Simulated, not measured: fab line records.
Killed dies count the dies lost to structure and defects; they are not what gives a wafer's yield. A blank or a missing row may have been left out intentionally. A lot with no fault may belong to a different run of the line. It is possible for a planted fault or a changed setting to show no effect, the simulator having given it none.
A lot that was struck, set against a sound lot / flow nandHarc / 15 out of 1302 route steps
Sound: wafers L474.2, L474.3, L474.6. Struck: wafer L469.2 (left out: L469.5, L469.6 of the same lot, which were not struck); the cause appears at the end.
Per side, at each step with rows, come the tool, then ch with its chambers, and then its first start. Under that, the readings that differ: sound wafers / struck wafers / difference of the means / sigmas: that difference in standard deviations of wafers without a fault.
alike: a reading whose means differ by less than 2 such deviations, as well as words and numbers matching on both sides. not compared: withheld readings; readings where some wafer has no value; bounds like >300 that might hide an equal value; numbers whose values overlap and for which the record gives no deviation.
Wherever a step has rows on one side only, a row that says differs or no value, or a row with sigmas, the two part there. Numbers that don't overlap but have no deviation are shown without sigmas and don't part them. A reading missing from all wafers of one side parts the sides only when that side holds two or more wafers.

NHARC_A_ONON_D2_THK_MEAS_14: measures by ellipsometry.
  sound on filmMetro-01 at day 19 20:41; struck on filmMetro-01 at day 17 12:38
  alike: thkNm
then, 2 steps without rows for these wafers: NHARC_A_ONON_D2_ANNEAL_15 (time 3600 s); NHARC_A_ONON_D2_DEP_16 (target thk 1000 nm).
NHARC_A_ONON_D2_THK_MEAS_18: measures by ellipsometry.
  sound on filmMetro-02 at day 20 04:07; struck on filmMetro-02 at day 17 20:01
  alike: thkNm
after that, 1 step with no rows for these wafers: NHARC_A_ONON_D2_DEP_19 (target thk 1000 nm).
NHARC_A_ONON_D2_THK_MEAS_21: measures by ellipsometry.
  sound on filmMetro-01 at day 20 04:41; struck on filmMetro-02 at day 17 20:35
  alike: thkNm
after that, 1 step with no rows for these wafers: NHARC_A_ONON_D2_DEP_22 (target thk 1000 nm).
NHARC_A_ONON_D2_THK_MEAS_24: measures by ellipsometry.
  sound on filmMetro-02 at day 20 05:15; struck on filmMetro-02 at day 17 21:08
  alike: thkNm
after that, 1 step with no rows for these wafers: NHARC_A_ONON_D2_DEP_25 (target thk 1000 nm).
NHARC_A_ONON_D2_THK_MEAS_27: measures by ellipsometry.
  sound on filmMetro-01 at day 20 05:49; struck on filmMetro-02 at day 17 21:43
reading=thkNm (nm); sound=989 990 987; struck=1017; difference=+28; sigmas=+3
after that, 1 step with no rows for these wafers: NHARC_A_ONON_D2_DEP_28 (target thk 1000 nm).
NHARC_A_ONON_D2_THK_MEAS_30: measures by ellipsometry.
  sound on filmMetro-02 at day 20 06:23; struck on filmMetro-01 at day 17 22:17
reading=thkNm (nm); sound=994 996 995; struck=1016; difference=+21; sigmas=+2
NHARC_A_ONON_D2_DEP_33: deposits SiO2, target thk 200 nm.
  sound on pecvd-03 ch 0,1,2, day 20 06:26; struck on pecvd-03 ch 0, day 17 22:20
reading=mfcPrecursorSccm (sccm); sound=160.7 162.0 161.0; struck=131.7; difference=-29.5; sigmas=-60
  alike: heaterPowerW, showerheadVppV, throttleValvePct
NHARC_A_ONON_D2_THK_MEAS_34: measures by ellipsometry.
  sound on filmMetro-02 at day 20 06:52; struck on filmMetro-02 at day 17 22:45
reading=thkNm (nm); sound=197.8 201.5 205.6; struck=159.4; difference=-42.2; sigmas=-16
-- jump in the record: it breaks off in module A_ONON_D2 and resumes in module END (first step shown: number 1302 of the route), and 12 days separate the struck wafers' starts before and after --
NHARC_END_SORT_01:
  sound on prober-01 ch 0, day 31 20:38; struck on prober-02 ch 0, day 29 11:43
reading=killedDies; sound=46 48 38; struck=82; difference=+38; sigmas=+2
  alike: killedAtArray, killedAtOther, killedAtPeriphery, killedOpen, killedShort

WHERE THEY PART
At NHARC_A_ONON_D2_THK_MEAS_27 first; at NHARC_END_SORT_01 last (within this record only).

WHY: whatever the simulator had introduced
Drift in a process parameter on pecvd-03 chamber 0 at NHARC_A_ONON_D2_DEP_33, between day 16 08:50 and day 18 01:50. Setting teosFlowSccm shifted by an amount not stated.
